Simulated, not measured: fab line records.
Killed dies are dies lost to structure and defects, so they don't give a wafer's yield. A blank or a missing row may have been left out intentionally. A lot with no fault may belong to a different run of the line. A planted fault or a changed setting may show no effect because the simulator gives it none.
Comparing a struck lot with a sound one | flow n5Finfet | 18 out of 1938 route steps
Sound: wafers L467.1, L467.2, L467.4. Struck: wafer L480.2; the same lot's L480.5 was not struck, so it is left out; see the end for the cause.
Per side, at each step with rows, come the tool, then ch with its chambers, and then its first start. Under that, the readings that differ: sound wafers | struck wafers | difference of the means | sigmas: that difference in standard deviations of wafers without a fault.
alike: words and numbers the same on both sides, and readings whose means are apart by under 2 such deviations; not compared: readings that were withheld, readings missing a value for some wafer, numbers with overlapping values and no deviation given by the record, and bounds like >300 which may hide the same value.
The two part at a step that has a row with sigmas, a row that says differs or no value, or rows on one side only. Numbers that don't overlap but have no deviation are shown without sigmas and don't part them. Lack of a reading on every wafer of one side parts them only where that side has two or more wafers.

first, 3 steps without rows for these wafers: N5_BEOL_M3_ANNEAL_82 (time 240 s); N5_BEOL_M3_SPUTTER_86 (material Cu, target thk 4.5 nm, time 8.29 s); N5_BEOL_M3_ANNEAL_87 (time 240 s).
N5_BEOL_M3_SPUTTER_88: material Cu, target thk 4.5 nm, time 8.29 s.
  struck on pvdSputter-01, day 12 11:27; sound on pvdSputter-02, day 9 13:38
  alike: throttleValvePct
N5_BEOL_M3_ANNEAL_89: time 240 s.
  struck on pvdSputter-01, day 12 11:32; sound on pvdSputter-02, day 9 13:43
  alike: heaterPowerW
N5_BEOL_M3_SPUTTER_90: material Cu, target thk 4.5 nm, time 8.29 s.
  struck on pvdSputter-01, day 12 11:40; sound on pvdSputter-02, day 9 13:52
  alike: throttleValvePct
N5_BEOL_M3_ANNEAL_91: time 240 s.
  struck on pvdSputter-01, day 12 11:45; sound on pvdSputter-02, day 9 13:56
  alike: heaterPowerW
N5_BEOL_M3_SPUTTER_92: material Cu, target thk 4.5 nm, time 8.29 s.
  struck on pvdSputter-01, day 12 11:53; sound on pvdSputter-02, day 9 14:05
  alike: throttleValvePct
then, 4 steps without rows for these wafers: N5_BEOL_M3_ANNEAL_93 (time 240 s); N5_BEOL_M3_SPUTTER_94 (material Cu, target thk 4.5 nm, time 8.29 s); N5_BEOL_M3_ANNEAL_95 (time 240 s); N5_BEOL_M3_SPUTTER_96 (material Cu, target thk 4.5 nm, time 8.29 s).
N5_BEOL_M3_ECD_50: material Cu, target thk 300 nm.
  sound on ecdCu-01 ch 0,1, day 9 14:38; struck on ecdCu-01 ch 0, day 12 12:27
reading                               | sound           | struck | difference | sigmas
model.Cu_of_BEOL_M3_ECD_50.thkNm (nm) | 300.2 298 296.6 | 479.6  | +181.3     | 
then, 1 step without rows for these wafers: N5_BEOL_M3_ANNEAL_51 (time 90 s).
N5_BEOL_M3_CMP_52: polishes, stops on SiOC, t overpolish 6.8 s, target thk 40 nm.
  sound on cmp-03 ch 1,2,3, day 9 15:01; struck on cmp-01 ch 3, day 12 12:52
reading             | sound    | struck | difference | sigmas
timeToEndpointS (s) | 64 59 59 | 101    | +40        | +10
  alike: clearingPlatenDownForcePsi, motorCurrentA
N5_BEOL_M3_THK_MEAS_53: measures by xrf.
  struck on filmMetro-02, day 12 13:07; sound on filmMetro-02, day 9 15:18
  alike: M3_THK
N5_BEOL_M4_RC_MEAS_101:
  sound on prober-01 ch 0, day 9 23:17; struck on prober-02 ch 0, day 12 23:59
  alike: DIBL_N, DIBL_P, IOFF_N, IOFF_P, ION_N, ION_P, SS_N, SS_P, VT_N, VT_P
then, 1 step without rows for these wafers: N5_PASSIVATION_PROBE_49.

## WHERE THEY PART
Only at N5_BEOL_M3_CMP_52, within this record. Later steps at which nothing parts them and some readings are alike: N5_BEOL_M3_THK_MEAS_53, N5_BEOL_M4_RC_MEAS_101.

WHY: what had been put in by the simulator
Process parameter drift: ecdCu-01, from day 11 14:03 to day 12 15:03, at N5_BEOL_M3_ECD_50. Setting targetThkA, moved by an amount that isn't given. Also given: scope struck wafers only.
